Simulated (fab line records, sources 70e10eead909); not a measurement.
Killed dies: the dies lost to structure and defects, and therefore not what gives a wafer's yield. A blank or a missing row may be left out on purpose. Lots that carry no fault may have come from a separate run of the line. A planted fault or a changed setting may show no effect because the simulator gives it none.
The tool behind it: which one?    flow nand-harc    39 wafers from 13 lots sampled at 4 of the route's 1159 steps

== WHAT THE GAUGES SHOWED, per wafer ==
The record holds no reading of a measuring or inspecting step that can be judged against a usual standard deviation.

== EACH LOT AND THE TOOL THAT RAN IT (in order: tool; ch and the chambers of the sampled wafers; start) ==
lot   NHARC_A_BLC_PVD_32                       NHARC_A_M0_ETCH_34                  NHARC_A_M1_ETCH_35                  NHARC_A_M1_ANNEAL_31
L661  pvd-sputter-03, day 17 22:47 or earlier  rie-diel-13 ch 1,2,3, day 17 22:47  rie-diel-09 ch 1,3, day 18 03:13    rtp-anneal-01 ch 0, day 18 05:02
L658  pvd-sputter-02, day 18 00:02 or earlier  rie-diel-13 ch 0,1,3, day 18 00:02  rie-diel-09 ch 1,2,3, day 18 04:11  rtp-anneal-01 ch 0, day 18 05:55
L663  pvd-sputter-02, day 18 02:27 or earlier  rie-diel-13 ch 1,2,3, day 18 02:27  rie-diel-07 ch 1,2,3, day 18 06:37  rtp-anneal-02 ch 0, day 18 08:27
L660  pvd-sputter-01, day 18 05:25 or earlier  rie-diel-13 ch 0,1,3, day 18 05:25  rie-diel-05 ch 0,1,2, day 18 09:31  rtp-anneal-02 ch 0, day 18 11:14
L664  pvd-sputter-02, day 18 17:19 or earlier  rie-diel-01 ch 0,1,2, day 18 17:19  rie-diel-07 ch 0,2,3, day 18 21:25  rtp-anneal-01 ch 0, day 18 23:05
L669  pvd-sputter-02, day 20 00:56 or earlier  rie-diel-03 ch 0,2,3, day 20 00:56  rie-diel-09 ch 0,1,2, day 20 05:14  rtp-anneal-02 ch 0, day 20 06:54
L670  pvd-sputter-01, day 20 17:34 or earlier  rie-diel-13 ch 1,2,3, day 20 17:34  rie-diel-07 ch 0,1, day 20 22:20    rtp-anneal-02 ch 0, day 21 00:07
L675  pvd-sputter-03, day 22 00:03 or earlier  rie-diel-13 ch 1,2,3, day 22 00:03  rie-diel-07 ch 0,1,2, day 22 03:59  rtp-anneal-01 ch 0, day 22 05:44
L676  pvd-sputter-01, day 22 04:34 or earlier  rie-diel-03 ch 0,1, day 22 04:34    rie-diel-07 ch 0,3, day 22 08:50    rtp-anneal-02 ch 0, day 22 10:46
L677  pvd-sputter-02, day 22 04:53 or earlier  rie-diel-01 ch 0,1, day 22 04:53    rie-diel-05 ch 2,3, day 22 09:14    rtp-anneal-01 ch 0, day 22 11:01
L680  pvd-sputter-02, day 22 18:55 or earlier  rie-diel-13 ch 0,3, day 22 18:55    rie-diel-05 ch 0,2,3, day 22 22:50  rtp-anneal-02 ch 0, day 23 00:42
L679  pvd-sputter-03, day 23 04:18 or earlier  rie-diel-03 ch 0,2, day 23 04:18    rie-diel-07 ch 2,3, day 23 08:23    rtp-anneal-01 ch 0, day 23 10:50
L681  pvd-sputter-03, day 23 22:16 or earlier  rie-diel-03 ch 0,3, day 23 22:16    rie-diel-05 ch 0,1, day 24 02:25    rtp-anneal-01 ch 0, day 24 04:23
- NHARC_A_BLC_PVD_32: deposits Ti, target thk 5 nm, time 17.7 s.
- NHARC_A_M0_ETCH_34: etches the open film in N2/H2, target depth 40 nm, overetch 12 nm, time 43.94 s.
- NHARC_A_M1_ETCH_35: etches the open film in N2/H2, target depth 40 nm, overetch 12 nm, time 43.94 s.
- NHARC_A_M1_ANNEAL_31: time 90 s.

== WHAT THE TOOLS THEMSELVES READ (means of the sampled wafers that have a number; where no wafer has one, the mark that the record gives instead) ==
NHARC_A_BLC_PVD_32. Usual: 29.6 % for throttle-valve-pct, sd 0.97.
lot   tool            throttle-valve-pct (%)  flag
L661  pvd-sputter-03  29.0                    
L658  pvd-sputter-02  30.3                    
L663  pvd-sputter-02  30.3                    
L660  pvd-sputter-01  29.9                    
L664  pvd-sputter-02  30.0                    
L669  pvd-sputter-02  29.7                    
L670  pvd-sputter-01  30.2                    
L675  pvd-sputter-03  29.5                    
L676  pvd-sputter-01  30.4                    
L677  pvd-sputter-02  29.6                    
L680  pvd-sputter-02  29.6                    
L679  pvd-sputter-03  29.4                    
L681  pvd-sputter-03  30.0                    

NHARC_A_M0_ETCH_34. Usual: value, then standard deviation, for each; chamber-pressure-mTorr 29.999 mTorr / 0.027; drypump-motor-current-A 5.8 A / 0.56; oes-product-au 1.000 a.u. / 0.0096; rf-vpp-V 430.6 V / 2.2; run-length-s 65.3 s / 0.35; showerhead-plenum-p-Torr 2.04 Torr / 0.077; throttle-valve-pct 14.172 % / 0.0088.
lot   tool         chamber-pressure-mTorr (mTorr)  drypump-motor-current-A (A)  oes-product-au (a.u.)  rf-vpp-V (V)  run-length-s (s)  showerhead-plenum-p-Torr (Torr)  throttle-valve-pct (%)  flag
L661  rie-diel-13  29.990                          6.0                          1.004                  430.7         65.3              2.07                             14.168                  
L658  rie-diel-13  30.009                          5.9                          0.990                  430.7         65.4              2.03                             14.179                  
L663  rie-diel-13  30.009                          6.0                          1.004                  431.3         65.5              2.07                             14.176                  
L660  rie-diel-13  29.991                          5.9                          0.991                  431.5         65.2              2.03                             14.169                  
L664  rie-diel-01  29.981                          5.9                          0.996                  428.8         65.4              1.98                             14.179                  
L669  rie-diel-03  30.019                          6.1                          1.006                  430.0         65.2              2.03                             14.171                  
L670  rie-diel-13  30.014                          6.0                          1.005                  431.2         65.4              2.07                             14.169                  
L675  rie-diel-13  29.995                          6.0                          1.000                  431.5         65.3              2.07                             14.175                  
L676  rie-diel-03  30.023                          5.2                          0.991                  430.9         65.4              2.04                             14.170                  
L677  rie-diel-01  29.976                          6.1                          1.013                  429.7         65.5              2.00                             14.171                  
L680  rie-diel-13  30.002                          5.9                          0.995                  430.6         65.4              2.04                             14.175                  
L679  rie-diel-03  29.991                          5.7                          1.006                  428.5         65.3              1.98                             14.166                  
L681  rie-diel-03  30.012                          6.0                          0.997                  431.8         65.1              2.12                             14.179                  

NHARC_A_M1_ETCH_35. Usual: value, then standard deviation, for each; chamber-pressure-mTorr 29.996 mTorr / 0.027; drypump-motor-current-A 5.7 A / 0.44; oes-product-au 1.002 a.u. / 0.0089; rf-vpp-V 430.8 V / 2.3; run-length-s 65.1 s / 0.44; showerhead-plenum-p-Torr 2.05 Torr / 0.078; throttle-valve-pct 14.170 % / 0.0096.
lot   tool         chamber-pressure-mTorr (mTorr)  drypump-motor-current-A (A)  oes-product-au (a.u.)  rf-vpp-V (V)  run-length-s (s)  showerhead-plenum-p-Torr (Torr)  throttle-valve-pct (%)  flag
L661  rie-diel-09  30.001                          5.8                          0.994                  429.4         65.0              2.00                             14.183                  
L658  rie-diel-09  29.953                          5.6                          1.003                  430.9         64.7              2.08                             14.178                  
L663  rie-diel-07  29.987                          5.3                          1.004                  431.0         65.4              2.03                             14.169                  
L660  rie-diel-05  29.982                          6.3                          0.996                  431.0         65.2              2.04                             14.162                  
L664  rie-diel-07  29.987                          5.2                          1.005                  431.0         65.1              2.05                             14.169                  
L669  rie-diel-09  30.003                          5.4                          1.002                  432.3         61.1              2.10                             14.168                  OFF
L670  rie-diel-07  29.994                          5.3                          1.008                  431.9         65.0              2.09                             14.166                  
L675  rie-diel-07  29.983                          5.3                          1.011                  432.2         65.1              2.10                             14.167                  
L676  rie-diel-07  29.965                          5.1                          1.006                  431.4         64.7              2.06                             14.163                  
L677  rie-diel-05  30.011                          6.0                          0.996                  429.7         65.5              2.01                             14.173                  
L680  rie-diel-05  29.996                          6.0                          1.008                  429.6         65.8              2.00                             14.165                  
L679  rie-diel-07  29.993                          5.3                          1.000                  429.5         65.0              1.98                             14.165                  
L681  rie-diel-05  29.997                          6.3                          0.993                  431.9         65.0              2.06                             14.172                  

NHARC_A_M1_ANNEAL_31. Usual: 226.1 for wafer_temp_C_max, sd 0.49.
lot   tool           wafer_temp_C_max  flag
L661  rtp-anneal-01  225.5             
L658  rtp-anneal-01  225.4             
L663  rtp-anneal-02  226.2             
L660  rtp-anneal-02  226.4             
L664  rtp-anneal-01  225.7             
L669  rtp-anneal-02  226.7             
L670  rtp-anneal-02  226.4             
L675  rtp-anneal-01  225.5             
L676  rtp-anneal-02  226.7             
L677  rtp-anneal-01  225.5             
L680  rtp-anneal-02  226.6             
L679  rtp-anneal-01  225.7             
L681  rtp-anneal-01  225.7             

== THE ANSWER, worked out from the rows above alone ==
Rule: a lot counts as off when the mean over its wafers that have a number is more than 3 standard deviations away from the usual mean. A lot without any number at a reading at which 4 lots or more have one is off too. The other lots that the step has rows for count as sound. Order of review: gauges by route order, followed by the tools' own readings, for which a lot's mean as printed above is used. The first step at which some lot is off is used, and at that step the reading that is off furthest; a lot without a number counts as furthest.
Off, at NHARC_A_M1_ETCH_35 on run-length-s: L669.
If a tool, at that step or one of the process steps before it, ran each lot that is off and ran no sound lot following the first of them, it fits. Because NHARC_A_BLC_PVD_32 lacks a start for some lots, the hours and order of its lots are taken from NHARC_A_M0_ETCH_34. One candidate fits, namely rie-diel-09 at NHARC_A_M1_ETCH_35. A fault onset in the window from L658 (day 18 04:11, its last sound lot) to L669 (day 20 05:14, its first lot off) fits.
On the lots that are off, the tool's own readings at NHARC_A_M1_ETCH_35 differ by more than 5 times the standard deviation of the sound lots' means, which bears it out; run-length-s reads 61.1 s there versus 65.1 s on the sound lots.

== WHAT THE SIMULATOR HAD INSERTED ==
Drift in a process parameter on rie-diel-09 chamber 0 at NHARC_A_M1_ETCH_35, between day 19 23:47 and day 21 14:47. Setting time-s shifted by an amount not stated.
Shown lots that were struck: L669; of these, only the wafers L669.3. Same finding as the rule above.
